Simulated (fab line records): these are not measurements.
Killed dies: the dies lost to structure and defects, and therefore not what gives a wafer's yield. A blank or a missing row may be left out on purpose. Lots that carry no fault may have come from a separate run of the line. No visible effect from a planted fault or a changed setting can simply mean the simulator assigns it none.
Chamber matching + flow nand_harc + NHARC_A_STAIRCASE_ALD_420 on ald_hk-01: 4 sister chambers
The step deposits SiO2, target thk 20 nm, pulse time 6 s, ald cycles 200. 14 wafers are shown with their chamber, then 7 later ones without.

WAFERS, EACH WITH ITS CHAMBER
| wafer  | chamber | heater_power_w (W) | heater_power_outer_w (W) | precursor_pulse_height_rel |
|--------|---------|--------------------|--------------------------|----------------------------|
| L347.1 | 1       | 466                | 251                      | 1.011                      |
| L347.3 | 0       | 425                | 262                      | 1.000                      |
| L347.6 | 2       | 456                | 249                      | 1.005                      |
| L346.1 | 2       | 457                | 249                      | 1.001                      |
| L346.2 | 0       | 438                | 257                      | 0.994                      |
| L346.5 | 2       | 454                | 242                      | 0.958                      |
| L351.3 | 1       | 462                | 259                      | 1.009                      |
| L351.4 | 3       | 465                | 244                      | 1.007                      |
| L351.5 | 0       | 430                | 264                      | 1.002                      |
| L348.2 | 0       | 426                | 262                      | 1.017                      |
| L348.3 | 2       | 445                | 242                      | 0.995                      |
| L348.5 | 2       | 459                | 249                      | 1.007                      |
| L356.1 | 3       | 457                | 243                      | 1.001                      |
| L356.2 | 0       | 432                | 261                      | 0.982                      |

SIGNATURES (means of the wafers above)
| reading                    | chamber 0 | chamber 1 | chamber 2 | chamber 3 | scatter within a chamber |
|----------------------------|-----------|-----------|-----------|-----------|--------------------------|
| heater_power_w             | 430.20    | 464.00    | 454.20    | 461.00    | 5.17                     |
| heater_power_outer_w       | 261.20    | 255.00    | 246.20    | 243.50    | 3.44                     |
| precursor_pulse_height_rel | 0.99900   | 1.01000   | 0.99320   | 1.00400   | 0.0152                   |
Rule: a wafer lies at a distance from a chamber equal to the root of the sum of squares, over the readings, of (its reading less the chamber's mean, divided by the reading's scatter). If the next closest chamber is less than 2 further off than the closest, the wafer can't be placed; otherwise it belongs to the closest. How the scatter is found: for the shown wafers, subtract from each reading the mean of its chamber, square and add these, divide the total by (wafers less chambers), then take the root.

WAFERS WITH NO CHAMBER GIVEN
| wafer  | heater_power_w (W) | heater_power_outer_w (W) | precursor_pulse_height_rel |
|--------|--------------------|--------------------------|----------------------------|
| L356.3 | 468                | 256                      | 0.995                      |
| L365.2 | 470                | 244                      | 1.035                      |
| L365.4 | 476                | 255                      | 1.018                      |
| L365.5 | 455                | 251                      | 0.984                      |
| L368.3 | 454                | 255                      | 1.016                      |
| L368.4 | 452                | 256                      | 1.047                      |
| L368.6 | 462                | 252                      | 0.978                      |

WHICH CHAMBER EACH ONE RAN IN
| wafer  | from the rows above          | in truth |
|--------|------------------------------|----------|
| L356.3 | 1                            | 1        |
| L365.2 | can't be placed: 3 or 1 or 2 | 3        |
| L365.4 | 1                            | 1        |
| L365.5 | can't be placed: 2 or 1 or 3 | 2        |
| L368.3 | can't be placed: 1 or 2 or 3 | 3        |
| L368.4 | can't be placed: 1 or 2 or 3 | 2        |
| L368.6 | can't be placed: 1 or 2 or 3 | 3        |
2 of 7 placed correctly. From these rows, 5 cannot be placed; in 5 the true chamber is one of the candidates. Placed wrongly: 0.
